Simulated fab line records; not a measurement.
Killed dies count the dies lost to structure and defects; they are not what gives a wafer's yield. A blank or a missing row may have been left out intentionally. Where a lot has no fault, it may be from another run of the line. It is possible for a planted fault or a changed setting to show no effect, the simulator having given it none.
Chamber matching || flow n5Finfet || N5_BEOL_M10_ETCH_62 on rieDiel-01: 4 sister chambers
The step etches SOC in N2/H2, target depth 110 nm, overetch 22 nm, time 165 s. 4 wafers are shown with their chamber, then 8 later ones without.

WAFERS, EACH WITH ITS CHAMBER
{"wafer": "L085.4", "chamber": 1, "showerheadPlenumPTorr (Torr)": 2.57}
{"wafer": "L085.5", "chamber": 0, "showerheadPlenumPTorr (Torr)": 2.45}
{"wafer": "L085.6", "chamber": 3, "showerheadPlenumPTorr (Torr)": 2.46}
{"wafer": "L088.1", "chamber": 2, "showerheadPlenumPTorr (Torr)": 2.51}

WAFERS WHOSE CHAMBER IS MISSING
{"wafer": "L088.2", "showerheadPlenumPTorr (Torr)": 2.57}
{"wafer": "L088.6", "showerheadPlenumPTorr (Torr)": 2.51}
{"wafer": "L092.1", "showerheadPlenumPTorr (Torr)": 2.45}
{"wafer": "L092.2", "showerheadPlenumPTorr (Torr)": 2.45}
{"wafer": "L092.6", "showerheadPlenumPTorr (Torr)": 2.45}
{"wafer": "L096.1", "showerheadPlenumPTorr (Torr)": 2.50}
{"wafer": "L096.2", "showerheadPlenumPTorr (Torr)": 2.56}
{"wafer": "L096.5", "showerheadPlenumPTorr (Torr)": 2.50}

THE CHAMBER EACH PASSED THROUGH
{"wafer": "L088.2", "from the rows above": 1, "in truth": 1}
{"wafer": "L088.6", "from the rows above": 2, "in truth": 2}
{"wafer": "L092.1", "from the rows above": "can't be placed: 0 or 3", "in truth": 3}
{"wafer": "L092.2", "from the rows above": "can't be placed: 0 or 3", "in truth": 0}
{"wafer": "L092.6", "from the rows above": "can't be placed: 0 or 3", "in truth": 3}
{"wafer": "L096.1", "from the rows above": 2, "in truth": 2}
{"wafer": "L096.2", "from the rows above": 1, "in truth": 1}
{"wafer": "L096.5", "from the rows above": 2, "in truth": 2}
Correct placement for 5 of the 8. Cannot be placed on the basis of these rows: 3; the candidates contain the true chamber in 3. Number placed wrongly: 0.
How it was worked out, from the rows above alone: a wafer's distance from a chamber is the root of the sum, over the readings, of the square of ((its reading less the chamber's mean) divided by the reading's scatter). If the next closest chamber is less than 2 further off than the closest, the wafer can't be placed; otherwise it belongs to the closest. The mean given for a chamber averages the wafers shown for that chamber. The scatter: with one shown wafer a chamber, the root of the mean of the squares of how far each hidden wafer lies from its nearest shown one.
